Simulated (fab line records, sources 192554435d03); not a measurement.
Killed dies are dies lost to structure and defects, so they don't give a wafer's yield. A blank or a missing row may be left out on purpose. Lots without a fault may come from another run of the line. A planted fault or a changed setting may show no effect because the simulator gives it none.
Which tool did it? | flow n5_finfet | 9 lots, 27 wafers sampled, at 5 steps of a route of 1938

WHAT THE GAUGES READ, wafer by wafer
N5_BEOL_M2_THK_MEAS_01. Usual: M2_ILD_THK 79.0 nm, standard deviation 1.1.
lot  | measured     | on            | M2_ILD_THK (nm) | flag
L941 | day 6 18:22  | film_metro-02 | 77.7 78.0 79.0  |
L945 | day 8 03:31  | film_metro-01 | 79.9 79.1 80.2  |
L947 | day 8 14:02  | film_metro-02 | 79.5 80.5 79.5  |
L948 | day 8 16:52  | film_metro-02 | 79.8 81.2 80.3  |
L952 | day 9 19:02  | film_metro-02 | 78.3 79.3 79.7  |
L951 | day 9 20:41  | film_metro-01 | 78.2 78.4 80.4  |
L954 | day 10 06:41 | film_metro-01 | 78.7 78.7 80.4  |
L960 | day 12 00:41 | film_metro-01 | 77.7 78.1 78.9  |
L961 | day 12 02:45 | film_metro-01 | 77.5 77.7 79.4  |

N5_BEOL_M4_RC_MEAS_101. Usual: DIBL_N 36.9 mV/V, standard deviation 1.6; DIBL_P 37.1 mV/V, standard deviation 2; IOFF_N 0.17 nA/um, standard deviation 0.032; IOFF_P 0.22 nA/um, standard deviation 0.036; ION_N 674 uA/um, standard deviation 12; ION_P 463 uA/um, standard deviation 7.8; SS_N 71.7 mV/dec, standard deviation 0.63; SS_P 73.5 mV/dec, standard deviation 0.62; VT_N 249 mV, standard deviation 3.3; VT_P -250 mV, standard deviation 3.5.
lot  | measured     | on        | DIBL_N (mV/V)  | DIBL_P (mV/V)  | IOFF_N (nA/um) | IOFF_P (nA/um) | ION_N (uA/um) | ION_P (uA/um) | SS_N (mV/dec)  | SS_P (mV/dec)  | VT_N (mV)   | VT_P (mV)      | flag
L941 | day 8 17:02  | prober-01 | 37.0 37.6 38.1 | 37.2 38.0 38.1 | 0.15 0.16 0.16 | 0.19 0.21 0.20 | 652 668 663   | 448 462 453   | 70.9 71.8 71.5 | 74.1 74.3 73.8 | 251 252 252 | -257 -253 -253 |
L945 | day 9 17:31  | prober-01 | 34.4 36.5 37.6 | 35.1 37.8 37.8 | 0.13 0.17 0.18 | 0.20 0.25 0.25 | 658 667 674   | 452 463 464   | 70.9 71.6 72.0 | 72.9 73.6 73.8 | 252 248 247 | -250 -246 -245 |
L947 | day 10 20:43 | prober-01 | 35.6 35.7 34.7 | 37.6 37.9 36.8 | 0.16 0.16 0.14 | 0.21 0.22 0.20 | 676 674 659   | 466 458 459   | 71.0 71.9 71.3 | 73.9 73.2 72.9 | 250 250 254 | -249 -252 -252 |
L948 | day 10 13:26 | prober-02 | 35.0 35.6 38.5 | 35.4 38.5 39.7 | 0.15 0.16 0.21 | 0.18 0.23 0.26 | 660 687 678   | 451 467 465   | 71.0 70.9 71.1 | 73.3 73.9 74.3 | 252 250 249 | -253 -251 -250 |
L952 | day 11 01:46 | prober-01 | 37.2 36.7 38.8 | 38.2 37.3 38.7 | 0.17 0.16 0.20 | 0.24 0.22 0.25 | 681 685 680   | 473 474 455   | 71.6 71.9 72.4 | 73.7 72.7 73.4 | 248 249 246 | -249 -252 -249 |
L951 | day 11 09:43 | prober-01 | 33.2 34.9 34.9 | 33.8 38.0 36.9 | 0.11 0.13 0.14 | 0.13 0.19 0.17 | 658 650 664   | 451 451 457   | 71.9 71.8 71.5 | 72.2 72.7 72.2 | 258 258 252 | -257 -253 -254 |
L954 | day 11 17:25 | prober-01 | 38.2 37.9 35.0 | 39.2 39.5 36.4 | 0.21 0.21 0.15 | 0.25 0.25 0.21 | 688 679 662   | 465 465 457   | 72.6 72.9 71.8 | 74.0 73.4 73.9 | 247 246 248 | -244 -249 -252 |
L960 | day 13 12:01 | prober-01 | 36.6 37.0 37.5 | 38.6 40.2 40.7 | 0.18 0.19 0.20 | 0.22 0.25 0.27 | 679 675 683   | 459 459 468   | 72.4 72.4 72.8 | 73.8 74.0 74.1 | 250 248 246 | -249 -252 -247 |
L961 | day 13 14:08 | prober-01 | 36.7 35.1 38.2 | 34.9 32.2 36.6 | 0.18 0.14 0.19 | 0.25 0.20 0.27 | 682 667 673   | 472 464 466   | 71.2 71.7 72.0 | 73.7 72.9 73.8 | 246 253 248 | -246 -249 -245 |

WHICH TOOL RAN EACH LOT (tool, then ch and the chambers of the sampled wafers, then the start)
lot  | N5_BEOL_M2_STRIP_66                | N5_BEOL_M2_STRIP_19                | N5_BEOL_M2_ETCH_69
L941 | rie_diel-03 ch 0,2,3, day 6 20:00  | rie_diel-03 ch 2,3, day 6 20:10    | rie_diel-03 ch 0,1, day 6 20:54
L945 | rie_diel-01 ch 2,3, day 8 05:19    | rie_diel-03 ch 1,2,3, day 8 05:32  | rie_diel-03 ch 0,1,2, day 8 06:07
L947 | rie_diel-03 ch 0,1,3, day 8 15:47  | rie_diel-05 ch 0,1, day 8 16:04    | rie_diel-03 ch 1,2, day 8 17:25
L948 | rie_diel-03 ch 1,3, day 8 18:52    | rie_diel-05 ch 0,1,2, day 8 19:01  | rie_diel-03 ch 0,2,3, day 8 19:56
L952 | rie_diel-05 ch 1,2, day 9 20:25    | rie_diel-01 ch 1,3, day 9 20:34    | rie_diel-01 ch 1,3, day 9 21:15
L951 | rie_diel-05 ch 0,1,2, day 9 23:38  | rie_diel-05 ch 0,1,3, day 9 23:47  | rie_diel-05 ch 1,2,3, day 10 00:32
L954 | rie_diel-03 ch 1,2,3, day 10 08:52 | rie_diel-05 ch 1,2, day 10 09:02   | rie_diel-05 ch 1,2, day 10 10:35
L960 | rie_diel-03 ch 1,2,3, day 12 02:47 | rie_diel-05 ch 0,1,3, day 12 03:17 | rie_diel-03 ch 0,1,2, day 12 03:58
L961 | rie_diel-05 ch 0,1,2, day 12 03:55 | rie_diel-03 ch 0,1,2, day 12 04:07 | rie_diel-01 ch 0,1,2, day 12 04:47
- N5_BEOL_M2_STRIP_66: strips in CF4.
- N5_BEOL_M2_STRIP_19: strips in O2.
- N5_BEOL_M2_ETCH_69: etches SiARC in CF4, target depth 15.6 nm, time 26 s.

WHAT THE TOOLS THEMSELVES READ (means of the sampled wafers that have a number; where no wafer has one, the mark that the record gives instead)
N5_BEOL_M2_STRIP_66. Usual: drypump_motor_current_A 5.6 A, standard deviation 0.36; oes_product_au 0.76 a.u., standard deviation 0.074; rf_vpp_V 271.3 V, standard deviation 1.3; showerhead_plenum_p_Torr 1.81 Torr, standard deviation 0.05; throttle_valve_pct 13.57 %, standard deviation 0.26.
lot  | tool        | drypump_motor_current_A (A) | oes_product_au (a.u.) | rf_vpp_V (V) | showerhead_plenum_p_Torr (Torr) | throttle_valve_pct (%) | flag
L941 | rie_diel-03 | 5.5                         | 0.77                  | 270.5        | 1.81                            | 13.41                  |
L945 | rie_diel-01 | 5.6                         | 0.69                  | 270.8        | 1.77                            | 14.03                  |
L947 | rie_diel-03 | 5.7                         | 0.79                  | 271.0        | 1.81                            | 13.39                  |
L948 | rie_diel-03 | 5.6                         | 0.80                  | 271.1        | 1.76                            | 13.29                  |
L952 | rie_diel-05 | 5.5                         | 0.72                  | 272.3        | 1.84                            | 13.77                  |
L951 | rie_diel-05 | 5.4                         | 0.73                  | 271.9        | 1.84                            | 13.87                  |
L954 | rie_diel-03 | 5.4                         | 0.77                  | 271.0        | 1.77                            | 13.43                  |
L960 | rie_diel-03 | 5.5                         | 0.76                  | 270.8        | 1.77                            | 13.45                  |
L961 | rie_diel-05 | 5.4                         | 0.71                  | 271.4        | 1.84                            | 13.92                  |

N5_BEOL_M2_STRIP_19. Usual: drypump_motor_current_A 5.6 A, standard deviation 0.33; oes_product_au 0.77 a.u., standard deviation 0.086; rf_vpp_V 3.6 V, standard deviation 0.51; showerhead_plenum_p_Torr 2.11 Torr, standard deviation 0.063; throttle_valve_pct 16.67 %, standard deviation 0.27.
lot  | tool        | drypump_motor_current_A (A) | oes_product_au (a.u.) | rf_vpp_V (V) | showerhead_plenum_p_Torr (Torr) | throttle_valve_pct (%) | flag
L941 | rie_diel-03 | 5.2                         | 0.78                  | 3.7          | 2.07                            | 16.44                  |
L945 | rie_diel-03 | 5.4                         | 0.81                  | 3.8          | 2.07                            | 16.41                  |
L947 | rie_diel-05 | 5.5                         | 0.75                  | 3.6          | 2.16                            | 16.88                  |
L948 | rie_diel-05 | 5.4                         | 0.73                  | 3.1          | 2.16                            | 16.89                  |
L952 | rie_diel-01 | 5.6                         | 0.69                  | 3.4          | 2.08                            | 16.84                  |
L951 | rie_diel-05 | 5.9                         | 0.82                  | 3.5          | 2.19                            | 16.73                  |
L954 | rie_diel-05 | 5.5                         | 0.72                  | 3.7          | 2.16                            | 16.84                  |
L960 | rie_diel-05 | 5.8                         | 0.80                  | 3.5          | 2.18                            | 16.77                  |
L961 | rie_diel-03 | 5.5                         | 0.75                  | 3.6          | 2.12                            | 16.60                  |

N5_BEOL_M2_ETCH_69. Usual: bias_w 36.01 W, standard deviation 0.11; drypump_motor_current_A 5.6 A, standard deviation 0.34; etch_rf_on_time_s 26.1 s, standard deviation 0.77; oes_product_au 0.66 a.u., standard deviation 0.076; rf_vpp_V 184.3 V, standard deviation 1.1; showerhead_plenum_p_Torr 2.16 Torr, standard deviation 0.061; throttle_valve_pct 15.61 %, standard deviation 0.27.
lot  | tool        | bias_w (W) | drypump_motor_current_A (A) | etch_rf_on_time_s (s) | oes_product_au (a.u.) | rf_vpp_V (V) | showerhead_plenum_p_Torr (Torr) | throttle_valve_pct (%) | flag
L941 | rie_diel-03 | 35.93      | 5.8                         | 26.6                  | 0.67                  | 184.8        | 2.21                            | 15.45                  |
L945 | rie_diel-03 | 37.66      | 5.5                         | 26.1                  | 0.67                  | 190.8        | 2.18                            | 15.47                  | OFF
L947 | rie_diel-03 | 37.68      | 5.4                         | 25.8                  | 0.70                  | 190.1        | 2.15                            | 15.42                  | OFF
L948 | rie_diel-03 | 37.64      | 5.5                         | 25.8                  | 0.65                  | 190.4        | 2.14                            | 15.43                  | OFF
L952 | rie_diel-01 | 35.99      | 5.7                         | 26.2                  | 0.59                  | 183.0        | 2.13                            | 15.62                  |
L951 | rie_diel-05 | 36.00      | 5.7                         | 26.7                  | 0.68                  | 186.1        | 2.23                            | 15.67                  |
L954 | rie_diel-05 | 35.99      | 5.4                         | 27.2                  | 0.59                  | 185.5        | 2.20                            | 15.89                  |
L960 | rie_diel-03 | 35.96      | 5.5                         | 26.6                  | 0.63                  | 183.4        | 2.17                            | 15.53                  |
L961 | rie_diel-01 | 35.91      | 5.8                         | 25.7                  | 0.70                  | 183.9        | 2.10                            | 15.51                  |

THE ANSWER, worked out from the rows above alone
Rule: a lot is off if the mean of its wafers that have a number lies more than 3 standard deviations from the usual mean. A lot without any number at a reading at which 4 lots or more have one is off too. The other lots that the step has rows for count as sound. The gauges are gone through in route order, then the tools' own readings, and for those a lot's mean is taken as printed above. The first step at which some lot is off is used, and at that step the reading that is off furthest; a lot without a number counts as furthest.
Off: L945, L947, L948, at N5_BEOL_M2_ETCH_69 (bias_w).
A tool fits if, at that step or a process step before it, it ran every lot that is off, and no sound lot after the first of them. None of those tried fits.

WHAT THE SIMULATOR HAD PUT IN
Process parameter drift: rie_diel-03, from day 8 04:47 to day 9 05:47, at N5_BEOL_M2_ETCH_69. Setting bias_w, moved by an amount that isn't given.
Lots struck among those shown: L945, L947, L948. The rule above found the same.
